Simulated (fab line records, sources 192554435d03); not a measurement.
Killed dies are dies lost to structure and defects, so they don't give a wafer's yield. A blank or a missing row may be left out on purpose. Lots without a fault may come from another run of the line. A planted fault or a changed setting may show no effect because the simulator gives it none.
fab line records | flow n5_finfet
record lots=7 wafers=21 last_day=17
route steps=1938 shown GATE_CUT@468 BEOL_M4@1111 PASSIVATION@1936
lots that met no fault: from a run of the same line without faults
start_h: hours from the record's first day to the start of the lot's first wafer shown | wait_h: hours since the lot's step before | " the same as in the row above | L1.1+2: a row that stands for several wafers | - no value, or no start given | * or withheld: withheld | < > ~ a bound
route shown NAME@n: a module of which the file shows steps, and the number in the route of the first | usual: mean/standard deviation of fault-free wafers | same: alike in all rows | chamber/n: place in a boat | sites: the reading at each site | _std_site: their standard deviation | _edge_site: outer sites' mean less inner sites' | radius_mm: how far each site lies from the wafer's centre | mask NAME#n: copy n | behind: the tool/chamber that last shaped the wafer | hold: why the lot was held/for how many hours/how that ended | device: the transistor (n, p or np) that didn't switch | end of line: the same wafers' tests at the end of the route | a step without rows: its recipe alone | killed: dies lost to structure and defects at the first sort, not the wafer's yield | map: a wafer's dies, x killed, . not, _ none there
set.NAME: the setting as run; set.NAME@STEP: as run at that earlier step | model.NAME: the simulator's own value behind a step, which no gauge read
steps of the route over a sample of lots; a table a step, a row a wafer
services: from which hour (start_h, from the record's first day; less than 0 if before it) a tool's chamber was out of use, for how many hours, and why
## steps
# step N5_GATE_CUT_VAPOR_ETCH_60
# recipe chemistry=BCl3/Cl2 target=HfO2 mode=isotropic
# usual drypump_motor_current_A=5.3/0.34 oes_product_au=0.78/0.12
# columns lot.wafer tool chamber start_h wait_h drypump_motor_current_A oes_product_au
L461.1 rie_metal-01 0 124.32 0.0 5.8 0.67
L461.3 " 0 " " 5.8 0.66
L461.6 " 0 " " 5.8 0.67
L462.2 rie_metal-02 0 131.67 0.1 5.6 0.88
L462.3 " 0 " " 5.6 0.87
L462.6 " 0 " " 5.6 0.87
L464.1 rie_metal-03 1 140.78 0.0 4.9 0.59
L464.2 " 0 " " 5.4 0.75
L464.5 " 1 " " 4.9 0.60
L465.2 rie_metal-01 0 149.48 0.0 5.8 0.66
L465.5 " 0 " " 5.8 0.67
L465.6 " 1 " " 5.1 0.87
L468.1 rie_metal-02 0 163.60 0.0 5.6 0.86
L468.5 " 0 " " 5.6 0.86
L468.6 " 1 " " 5.0 1.00
L475.2 rie_metal-03 1 206.91 0.0 4.9 0.95
L475.4 " 1 " " 4.9 0.96
L475.5 " 1 " " 4.9 0.97
L476.1 rie_metal-01 0 214.36 0.0 5.9 0.66
L476.4 " 1 " " 5.1 0.83
L476.5 " 0 " " 5.9 0.66
# step N5_GATE_CUT_SAC_CAP_01
# recipe material=SiNx target_thk_a=240 temp_c=400 ald_precursor_family=SiH2I2 ald_co_reactant=N2/H2-plasma pulse_time_s=1 ald_cycles=480 purge_time_s=2 co_reactant_purge_time_s=2 pressure_torr=2
# usual heater_power_w=841/94 precursor_pulse_height_rel=0.999/0.02 susceptor_temp_C=400.02/0.23
# columns lot.wafer tool chamber start_h wait_h heater_power_w precursor_pulse_height_rel susceptor_temp_C
L461.1 ald_sin-01 2 124.78 0.0 958 1.001 399.89
L461.3 " 1 " " 724 0.982 399.72
L461.6 " 1 125.87 1.1 680 0.987 399.76
L462.2 ald_sin-01 2 132.06 0.0 938 1.006 400.40
L462.3 " 3 " " 787 1.016 400.20
L462.6 " 0 133.14 1.1 820 0.972 399.85
L464.1 ald_sin-01 0 142.01 0.9 833 1.013 400.17
L464.2 " 1 " " 695 1.006 400.25
L464.5 " 2 143.10 2.0 948 0.981 399.99
L465.2 ald_sin-04 2 149.97 0.0 979 1.013 400.53
L465.5 " 3 151.05 1.1 973 1.010 400.25
L465.6 " 2 " " 1039 1.012 400.13
L468.1 ald_sin-01 2 163.98 0.0 940 1.021 400.07
L468.5 " 1 165.06 1.1 705 1.013 399.52
L468.6 " 0 " " 835 1.013 399.98
L475.2 ald_sin-03 2 207.27 0.0 797 0.987 400.23
L475.4 " 3 " " 811 0.992 400.20
L475.5 " 0 208.36 1.1 932 0.992 399.94
L476.1 ald_sin-04 2 214.94 0.1 961 0.996 399.98
L476.4 " 3 " " 973 1.010 399.95
L476.5 " 3 216.02 1.2 967 1.011 400.08
# step N5_GATE_CUT_CMP_02
# recipe stop_on=SiO2 t_overpolish_s=12.7 post_cmp_clean=alkaline_brush down_force_psi=2.5 platen_rpm=51.8 pad_velocity_m_s=1.0307 target_thk_nm=0
# usual motor_current_A=8.8/0.95 overpolish_run_s=12.698/0.0096 time_to_endpoint_s=26/3
# columns lot.wafer tool chamber start_h wait_h motor_current_A overpolish_run_s time_to_endpoint_s
L461.1 cmp-01 0 127.05 0.1 9.4 12.691 29
L461.3 " 2 " " 8.7 12.700 22
L461.6 " 1 " " 7.7 12.717 27
L462.3 cmp-03 3 134.32 0.1 9.0 12.684 24
L462.2 " 1 " " 9.8 12.698 25
L462.6 " 3 " " 8.8 12.686 22
L464.2 cmp-03 0 144.31 0.1 10.7 12.704 19
L464.1 " 2 " " 9.7 12.707 20
L464.5 " 0 " " 10.2 12.696 22
L465.2 cmp-01 2 152.31 0.1 8.3 12.691 29
L465.6 " 0 " " 9.3 12.692 30
L465.5 " 1 " " 8.1 12.695 32
L468.1 cmp-01 1 166.28 0.1 8.0 12.696 31
L468.6 " 0 " " 9.2 12.684 33
L468.5 " 1 " " 8.2 12.700 29
L475.2 cmp-01 0 209.62 0.1 9.7 12.691 27
L475.4 " 1 " " 8.3 12.706 29
L475.5 " 2 " " 8.4 12.691 26
L476.4 cmp-01 0 217.28 0.1 8.9 12.713 28
L476.1 " 1 " " 7.8 12.710 25
L476.5 " 3 " " 8.5 12.699 27
# step N5_GATE_CUT_ETCH_37
# recipe chemistry=N2/H2 target=SOC target_depth_a=600 overetch_a=120 mask_material=SiARC temp_c=40 time_s=90 ion_energy_ev=200 pressure_mtorr=30 source_w=840 bias_w=150 n2_flow_sccm=200 h2_flow_sccm=200
# usual drypump_motor_current_A=5.8/0.42 h2_flow_sccm=200.0/0.66 oes_product_au=0.71/0.065 rf_vpp_V=525.2/2.4 showerhead_plenum_p_Torr=2.58/0.085 throttle_valve_pct=17.77/0.21
# columns lot.wafer tool chamber start_h wait_h drypump_motor_current_A h2_flow_sccm oes_product_au rf_hours_counter_h rf_vpp_V showerhead_plenum_p_Torr throttle_valve_pct
L461.1 rie_diel-04 0 128.18 0.0 5.6 200.1 0.66 167 522.2 2.51 17.99
L461.3 " 3 " " 5.8 200.3 0.63 235 525.5 2.63 17.74
L461.6 " 1 " " 6.3 198.9 0.67 - 526.7 2.65 17.53
L462.2 rie_diel-04 2 135.19 0.0 5.7 200.7 0.67 137 525.8 2.64 18.02
L462.3 " 3 " " 5.7 199.9 0.64 236 527.3 2.63 17.75
L462.6 " 3 " " 5.7 199.9 0.63 - 525.9 2.63 17.74
L464.1 rie_diel-04 1 145.30 0.0 6.3 200.4 0.51 177 526.2 2.64 17.50
L464.2 " 0 " " 5.6 199.7 0.50 170 523.2 2.51 17.96
L464.5 " 2 " " 5.7 200.5 0.68 - 526.7 2.64 18.03
L465.2 rie_diel-03 0 153.50 0.0 5.9 199.3 0.69 153 525.0 2.55 17.86
L465.5 " 0 " " 5.9 199.5 0.69 - 524.2 2.55 17.86
L465.6 " 1 " " 6.0 199.8 0.68 - 520.6 2.42 17.89
L468.1 rie_diel-04 1 167.26 0.0 6.3 200.8 0.51 185 525.7 2.64 17.52
L468.5 " 2 " " 5.7 199.8 0.66 - 527.0 2.63 18.02
L468.6 " 1 " " 6.3 199.2 0.67 - 527.0 2.64 17.54
L475.2 rie_diel-03 0 210.54 0.0 6.0 200.1 0.67 171 524.6 2.54 17.91
L475.4 " 2 " " 5.0 200.7 0.71 112 522.8 2.54 17.83
L475.5 " 0 " " 5.9 199.3 0.68 - 523.8 2.54 17.88
L476.1 rie_diel-03 1 218.20 0.0 6.0 199.7 0.66 181 520.2 2.41 17.93
L476.4 " 0 " " 5.9 199.3 0.68 173 522.2 2.54 17.88
L476.5 " 0 " " 5.9 199.7 0.68 - 524.7 2.54 17.89
# step N5_GATE_CUT_HM_OPEN_40
# recipe chemistry=C4F6/O2 target=SiO2 mask_material=SiARC target_depth_a=1390 time_s=85.1 ion_energy_ev=250 pressure_mtorr=30 source_w=345 bias_w=185 Ar_flow_sccm=300 C4F6_flow_sccm=10 O2_flow_sccm=10 ends=cleared
# usual drypump_motor_current_A=5.7/0.42 etch_rf_on_time_s=94.1/1.6 oes_product_au=0.71/0.067 rf_vpp_V=663/15 showerhead_plenum_p_Torr=2.89/0.088 throttle_valve_pct=20.93/0.29
# columns lot.wafer tool chamber start_h wait_h drypump_motor_current_A etch_rf_on_time_s oes_product_au rf_hours_counter_h rf_vpp_V showerhead_plenum_p_Torr throttle_valve_pct
L461.1 rie_diel-04 0 128.26 0.0 5.6 94.2 0.67 167 670 2.85 21.37
L461.3 " 3 " " 5.8 91.6 0.64 235 662 2.90 20.58
L461.6 " 1 " " 6.3 95.9 0.68 - 683 2.95 20.57
L462.2 rie_diel-04 2 135.28 0.0 5.7 92.2 0.67 137 685 2.97 21.28
L462.3 " 3 " " 5.7 93.4 0.63 236 661 2.90 20.58
L462.6 " 3 " " 5.7 96.2 0.63 - 662 2.90 20.57
L464.1 rie_diel-04 1 145.39 0.0 6.3 212.8 0.27 177 682 2.95 20.39
L464.2 " 0 " " 5.6 212.8 0.27 170 670 2.85 21.17
L464.5 " 2 " " 5.7 95.8 0.68 - 683 2.97 21.31
L465.2 rie_diel-03 0 153.58 0.0 5.9 94.7 0.68 153 663 2.86 21.00
L465.5 " 0 " " 5.9 96.5 0.69 - 662 2.86 20.98
L465.6 " 1 " " 6.0 95.9 0.68 - 638 2.73 21.05
L468.1 rie_diel-04 1 167.34 0.0 6.3 212.7 0.28 185 682 2.94 20.41
L468.5 " 2 " " 5.7 93.3 0.67 - 684 2.97 21.32
L468.6 " 1 " " 6.3 93.7 0.67 - 683 2.94 20.59
L475.2 rie_diel-03 0 210.62 0.0 5.9 94.8 0.68 171 662 2.85 21.01
L475.4 " 2 " " 5.0 96.3 0.70 112 655 2.86 21.05
L475.5 " 0 " " 5.9 95.6 0.67 - 661 2.85 21.00
L476.1 rie_diel-03 1 218.28 0.0 6.0 94.0 0.66 181 637 2.72 21.10
L476.4 " 0 " " 5.9 95.1 0.67 173 662 2.85 21.02
L476.5 " 0 " " 5.9 97.6 0.67 - 661 2.85 21.02
# step N5_GATE_CUT_ETCH_19
# recipe chemistry=CH3F/O2 target=SiNx mask_material=SiO2 target_depth_a=537 time_s=76.7 pressure_mtorr=30 source_w=395 bias_w=73 Ar_flow_sccm=150 CH3F_flow_sccm=30 O2_flow_sccm=20 ion_energy_ev=120 ends=cleared
# usual CH3F_flow_sccm=30.00/0.086 drypump_motor_current_A=5.7/0.42 etch_rf_on_time_s=77.4/1.3 oes_product_au=0.67/0.064 rf_vpp_V=296/6.4 showerhead_plenum_p_Torr=2.04/0.065 throttle_valve_pct=16.33/0.28
# columns lot.wafer tool chamber start_h wait_h CH3F_flow_sccm drypump_motor_current_A etch_rf_on_time_s oes_product_au rf_hours_counter_h rf_vpp_V showerhead_plenum_p_Torr throttle_valve_pct
L461.1 rie_diel-04 0 128.38 0.0 29.99 5.6 76.7 0.63 167 300 2.00 16.72
L461.3 " 3 " " 29.92 5.7 76.5 0.60 235 296 2.04 16.12
L461.6 " 1 " " 29.99 6.3 77.0 0.64 - 305 2.07 16.05
L462.2 rie_diel-04 2 135.40 0.0 30.01 5.7 75.9 0.64 137 304 2.09 16.67
L462.3 " 3 " " 29.99 5.7 77.3 0.60 236 296 2.04 16.13
L462.6 " 3 " " 29.98 5.7 77.1 0.60 - 295 2.04 16.11
L464.1 rie_diel-04 1 145.51 0.0 30.14 6.3 191.7 0.29 177 305 2.07 16.04
L464.2 " 0 " " 30.07 5.6 191.8 0.28 171 300 2.00 16.68
L464.5 " 2 " " 29.98 5.7 75.3 0.65 - 305 2.09 16.67
L465.2 rie_diel-03 0 153.70 0.0 29.98 5.9 79.2 0.64 153 296 2.00 16.37
L465.5 " 0 " " 30.08 5.9 78.3 0.65 - 295 2.00 16.39
L465.6 " 1 " " 30.15 6.0 78.8 0.65 - 284 1.91 16.46
L468.1 rie_diel-04 1 167.47 0.0 29.91 6.3 191.8 0.28 185 304 2.07 16.04
L468.5 " 2 " " 30.01 5.7 76.1 0.63 - 305 2.09 16.69
L468.6 " 1 " " 29.91 6.3 77.5 0.63 - 304 2.07 16.06
L475.2 rie_diel-03 0 210.74 0.0 29.98 5.9 79.2 0.63 171 294 2.00 16.41
L475.4 " 2 " " 29.82 5.0 79.5 0.67 112 290 2.01 16.48
L475.5 " 0 " " 29.95 5.9 78.6 0.63 - 294 2.00 16.41
L476.1 rie_diel-03 1 218.41 0.0 29.93 6.0 78.8 0.62 181 285 1.90 16.52
L476.4 " 0 " " 29.94 5.9 78.5 0.63 174 295 2.00 16.42
L476.5 " 0 " " 29.85 5.9 78.9 0.63 - 294 2.00 16.40
# step N5_BEOL_M4_RC_MEAS_101
# usual DIBL_N=35.9/1.4 DIBL_P=35.9/1.7 IOFF_N=0.160/0.026 IOFF_P=0.21/0.036 ION_N=672/11 ION_P=461/8.1 SS_N=71.4/0.54 SS_P=73.2/0.67 VT_N=249.3/2.7 VT_P=-250/3.9
# columns lot.wafer tool chamber start_h wait_h DIBL_N[mV/V] DIBL_P[mV/V] IOFF_N[nA/um] IOFF_P[nA/um] ION_N[uA/um] ION_P[uA/um] SS_N[mV/dec] SS_P[mV/dec] VT_N[mV] VT_P[mV]
L461.1 prober-01 0 208.68 0.0 36.4 34.8 0.153 0.20 671 464 71.4 73.4 250.6 -250
L461.3 " 0 " " 36.4 35.9 0.160 0.23 677 474 71.3 73.2 248.7 -247
L461.6 " 0 " " 35.4 34.2 0.147 0.20 670 465 70.6 72.6 249.6 -246
L462.2 prober-02 0 222.69 0.2 36.4 37.4 0.167 0.19 688 457 70.5 74.0 249.1 -254
L462.3 " 0 " " 34.8 35.2 0.132 0.16 673 456 71.3 73.0 249.8 -256
L462.6 " 0 " " 36.5 36.9 0.172 0.20 679 463 70.6 73.3 248.2 -251
L464.5 prober-02 0 230.79 0.6 33.6 33.0 0.122 0.17 648 452 71.2 71.8 253.3 -251
L465.2 prober-01 0 232.21 0.2 35.7 36.3 0.153 0.19 676 455 70.7 74.0 248.6 -255
L465.5 " 0 " " 32.5 31.9 0.104 0.14 658 448 70.6 72.7 258.3 -257
L465.6 " 0 " " 36.7 37.0 0.161 0.20 663 452 71.4 74.8 250.6 -255
L468.5 prober-01 0 255.04 0.6 35.4 35.7 0.163 0.23 673 466 71.1 72.9 247.9 -244
L468.6 " 0 " " 36.0 36.0 0.169 0.24 684 470 72.0 72.7 247.9 -246
L475.2 prober-02 0 291.75 0.2 40.2 39.1 0.228 0.27 677 468 72.5 74.4 246.0 -248
L475.4 " 0 " " 35.4 34.9 0.132 0.19 672 462 70.7 72.5 252.0 -254
L475.5 " 0 " " 37.4 37.0 0.165 0.22 682 465 71.2 73.3 247.7 -249
L476.1 prober-01 0 309.69 0.0 36.2 37.0 0.186 0.23 670 458 72.1 73.9 245.1 -248
L476.4 " 0 " " 35.4 37.1 0.171 0.22 690 465 71.6 74.4 248.0 -250
L476.5 " 0 " " 34.2 34.5 0.136 0.18 660 451 71.1 72.8 251.7 -253
# step N5_PASSIVATION_PROBE_49
# usual defect_limited_yield=90.9/1.5 killed_at_M0_to_M3=35/10 killed_at_M4_up=14/5.2 killed_at_contacts=13/7.3 killed_at_front_end=42/12 killed_at_other=3.4/2.5 killed_dies=108/18 killed_on_rim=14/4.2 killed_open=70/13 killed_short=35/8 sort_bin_5_function=5.4/1 sort_bin_6_memory=3.4/0.71 sort_n_pass=1072/18 sort_yield_pct=90.9/1.5
# same gross_dies=1180 killed_at_back_side=0 sort_bin_4_leakage[%]=0 sort_bin_8_speed[%]=0
# columns lot.wafer tool chamber start_h wait_h defect_limited_yield[%] killed_at_M0_to_M3 killed_at_M4_up killed_at_contacts killed_at_front_end killed_at_other killed_dies killed_on_rim killed_open killed_short sort_bin_5_function[%] sort_bin_6_memory[%] sort_n_pass sort_yield_pct[%]
L461.1 prober-02 - 320.97 0.0 92.4 43 12 7 22 6 90 10 62 28 4.9 2.4 1090 92.4
L461.3 prober-02 - 321.07 0.1 91.8 30 14 6 47 0 97 13 67 26 5.3 2.8 1083 91.8
L461.6 prober-02 - 321.22 0.3 90.1 37 25 5 48 2 117 19 77 39 6.2 3.6 1063 90.1
L464.1 prober-01 - 338.34 0.0 0 47 23 16 1088 6 1180 152 88 36 95.8 3.7 0 0
L464.2 prober-01 - 338.39 0.1 0 44 13 11 1110 2 1180 152 69 39 96.3 3.5 0 0
L464.5 prober-01 - 338.54 0.2 88.1 39 25 18 59 0 141 11 102 38 7.3 4.5 1039 88.1
L465.2 prober-02 - 341.37 0.1 90.0 38 20 12 43 5 118 5 80 37 5.6 4.0 1062 90.0
L465.5 prober-02 - 341.52 0.2 91.3 24 12 5 60 2 103 15 74 27 4.5 3.7 1077 91.3
L465.6 prober-02 - 341.57 0.3 92.0 29 23 7 34 1 94 9 63 26 5.3 2.5 1086 92.0
L468.1 prober-02 - 372.56 0.0 0 39 9 21 1110 1 1180 152 75 42 95.3 4.2 0 0
L468.5 prober-02 - 372.76 0.2 87.3 49 15 27 57 2 150 25 94 54 8.0 4.3 1030 87.3
L468.6 prober-02 - 372.81 0.3 87.9 39 11 18 68 7 143 15 91 52 7.1 4.7 1037 87.9
L475.2 prober-01 - 404.13 0.1 92.3 22 9 13 45 2 91 13 64 26 4.1 3.3 1089 92.3
L475.4 prober-01 - 404.23 0.2 93.9 18 14 18 21 1 72 11 47 23 3.5 2.5 1108 93.9
L475.5 prober-01 - 404.28 0.2 90.5 24 13 26 48 1 112 13 70 39 5.2 4.0 1068 90.5
# killed by level:class
L461.1 BEOL_M0_SAQP:geometric_particle:open=17 BEOL_M0_SAQP:geometric_particle:short=9 BEOL_M2:geometric_particle:open=7 MOL_CONTACT_COAG:geometric_particle:open=6 BEOL_M4:geometric_particle:open=6 FIN_SAQP:geometric_particle:short=4 GATE_CUT:geometric_particle:short=4 BEOL_M3:geometric_particle:open=4
L461.3 GATE_CUT:geometric_particle:short=11 FIN_SAQP:geometric_particle:open=10 BEOL_M2:geometric_particle:open=10 BEOL_M0_SAQP:geometric_particle:open=6 STI_FIN_REVEAL:geometric_particle:open=5 MOL_CONTACT_COAG:geometric_particle:open=5 ILD0:geometric_particle:open=4 GATE_CUT:geometric_particle:open=4
L461.6 BEOL_M4:geometric_particle:open=11 STI_FIN_REVEAL:geometric_particle:open=10 BEOL_M0_SAQP:geometric_particle:open=9 BEOL_M1:geometric_particle:open=9 BEOL_M2:geometric_particle:open=7 BEOL_M8:geometric_particle:open=6 FIN_SAQP:geometric_particle:short=5 BEOL_M0_SAQP:geometric_particle:short=5
L464.1 GATE_CUT:area_etch=1056 FIN_SAQP:geometric_particle:open=13 MOL_CONTACT_COAG:geometric_particle:open=13 BEOL_M2:geometric_particle:short=9 BEOL_M5:geometric_particle:open=8 BEOL_M0_SAQP:geometric_particle:open=8 BEOL_M2:geometric_particle:open=8 BEOL_M1:geometric_particle:open=7
L464.2 GATE_CUT:area_etch=1071 FIN_SAQP:geometric_particle:open=12 MOL_CONTACT_COAG:geometric_particle:open=9 BEOL_M3:geometric_particle:open=8 FIN_SAQP:geometric_particle:short=6 BEOL_M0_SAQP:geometric_particle:open=6 BEOL_M0_SAQP:geometric_particle:short=6 BEOL_M3:geometric_particle:short=6
L464.5 FIN_SAQP:geometric_particle:open=23 FIN_SAQP:geometric_particle:short=15 BEOL_M4:geometric_particle:open=14 MOL_CONTACT_COAG:geometric_particle:open=14 BEOL_M2:geometric_particle:open=9 BEOL_M3:geometric_particle:open=9 BEOL_M0_SAQP:geometric_particle:short=8 STI_FIN_REVEAL:geometric_particle:open=7
L465.2 BEOL_M4:geometric_particle:open=13 STI_FIN_REVEAL:geometric_particle:open=12 BEOL_M2:geometric_particle:open=10 BEOL_M3:geometric_particle:open=10 FIN_SAQP:geometric_particle:open=9 MOL_CONTACT_COAG:geometric_particle:open=7 BEOL_M0_SAQP:geometric_particle:short=7 MOL_CONTACT_COAG:geometric_particle:short=5
L465.5 FIN_SAQP:geometric_particle:open=14 DUMMY_GATE:geometric_particle:open=10 STI_FIN_REVEAL:geometric_particle:open=7 BEOL_M3:geometric_particle:open=7 BEOL_M4:geometric_particle:open=5 FIN_SAQP:geometric_particle:short=4 ILD0:geometric_particle:open=4 MOL_CONTACT_COAG:geometric_particle:open=4
L465.6 BEOL_M1:geometric_particle:open=8 MOL_CONTACT_COAG:geometric_particle:open=7 BEOL_M4:geometric_particle:open=7 BEOL_M3:geometric_particle:open=6 FIN_SAQP:geometric_particle:open=4 GATE_CUT:geometric_particle:short=4 BEOL_M0:geometric_particle:open=4 BEOL_M2:geometric_particle:open=4
L468.1 GATE_CUT:area_etch=1063 MOL_CONTACT_COAG:geometric_particle:open=16 BEOL_M0_SAQP:geometric_particle:short=12 FIN_SAQP:geometric_particle:open=9 STI_FIN_REVEAL:geometric_particle:open=9 BEOL_M0_SAQP:geometric_particle:open=8 FIN_SAQP:geometric_particle:short=6 DUMMY_GATE:geometric_particle:open=6
L468.5 MOL_CONTACT_COAG:geometric_particle:open=21 BEOL_M0_SAQP:geometric_particle:short=13 STI_FIN_REVEAL:geometric_particle:open=12 BEOL_M3:geometric_particle:open=12 FIN_SAQP:geometric_particle:open=11 FIN_SAQP:geometric_particle:short=8 BEOL_M4:geometric_particle:open=7 MOL_CONTACT_COAG:geometric_particle:short=6
L468.6 STI_FIN_REVEAL:geometric_particle:open=24 FIN_SAQP:geometric_particle:open=11 MOL_CONTACT_COAG:geometric_particle:open=10 FIN_SAQP:geometric_particle:short=9 MOL_CONTACT_COAG:geometric_particle:short=8 BEOL_M0_SAQP:geometric_particle:short=8 BEOL_M0_SAQP:geometric_particle:open=7 GATE_CUT:geometric_particle:short=7
L475.2 MOL_CONTACT_COAG:geometric_particle:open=11 FIN_SAQP:geometric_particle:open=8 GATE_CUT:geometric_particle:short=7 STI_FIN_REVEAL:geometric_particle:open=6 BEOL_M0_SAQP:geometric_particle:open=6 BEOL_M3:geometric_particle:open=6 ILD0:geometric_particle:open=5 GATE_CUT:geometric_particle:open=5
L475.4 MOL_CONTACT_COAG:geometric_particle:open=12 MOL_CONTACT_COAG:geometric_particle:short=6 STI_FIN_REVEAL:geometric_particle:open=5 BEOL_M2:geometric_particle:open=4 BEOL_M4:geometric_particle:open=4 FIN_SAQP:geometric_particle:short=3 BEOL_M8:geometric_particle:open=3 BEOL_M1:geometric_particle:open=3
L475.5 MOL_CONTACT_COAG:geometric_particle:open=17 STI_FIN_REVEAL:geometric_particle:open=14 MOL_CONTACT_COAG:geometric_particle:short=9 BEOL_M3:geometric_particle:open=9 FIN_SAQP:geometric_particle:short=6 BEOL_M2:geometric_particle:open=6 FIN_SAQP:geometric_particle:open=5 DUMMY_GATE:geometric_particle:short=5
## services
# columns tool chamber start_h hours kind
ald_sin-03 2 102.83 8.4 repair
cmp-01 - 107.01 4.6 pm
cmp-01 - 118.11 4.1 repair
rie_metal-02 1 120.88 - clean
rie_metal-02 1 120.88 14.8 scheduled_down
rie_metal-02 1 120.88 14.8 vent_cycle
rie_metal-03 - 129.64 1.5 repair
rie_metal-02 - 138.51 4.3 pm
rie_metal-03 1 140.81 - clean
rie_diel-03 - 163.99 0.5 repair
rie_diel-03 2 175.88 5.3 repair
ald_sin-04 - 176.75 14.0 pm
ald_sin-04 0 176.75 14.0 vent_cycle
ald_sin-04 1 176.75 14.0 vent_cycle
rie_diel-04 3 179.20 - clean
rie_diel-04 3 179.20 - consumable_replace:focus_ring
rie_diel-04 3 179.20 17.8 scheduled_down
rie_diel-04 3 179.20 17.8 vent_cycle
cmp-03 - 196.14 5.3 pm
cmp-01 - 197.77 4.0 pm
cmp-01 - 201.77 - consumable_replace:conditioner
cmp-01 - 201.77 - consumable_replace:pad
ald_sin-01 1 204.48 3.9 repair
ald_sin-04 3 217.49 9.3 repair
## key
first_sign step=N5_GATE_CUT_ETCH_37 reading=oes_product_au direction=down sigmas=3.1 usual=0.71 struck=0.51
effect step=N5_GATE_CUT_HM_OPEN_40 reading=etch_rf_on_time_s direction=up sigmas=72 usual=* struck=*
effect step=N5_GATE_CUT_ETCH_19 reading=etch_rf_on_time_s direction=up sigmas=87 usual=* struck=*
effect step=N5_PASSIVATION_PROBE_49 reading=sort_bin_5_function direction=up sigmas=91 usual=5.4 struck=95.8
more_kills_born_at N5_GATE_CUT_ETCH_37@rie_diel-04=3190
met_at N5_GATE_CUT_ETCH_37
struck_lots L464,L468
struck_wafers L464.1,L464.2,L468.1
later_rows_left_out L464.1,L464.2,L468.1
not_acting_at N5_GATE_CUT_VAPOR_ETCH_60,N5_GATE_CUT_SAC_CAP_01,N5_GATE_CUT_CMP_02
onset_between 135.19 145.30
fault kind=process_parameter_drift tool=rie_diel-04 chamber=- onset_h=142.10 steps=N5_GATE_CUT_ETCH_37 channel=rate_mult offset=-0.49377 shape=step end_h=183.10 scope=struck_wafers_only
# later_rows_left_out: the simulator's readings of these wafers behind a module that went badly wrong aren't trusted and aren't shown, but for the sort
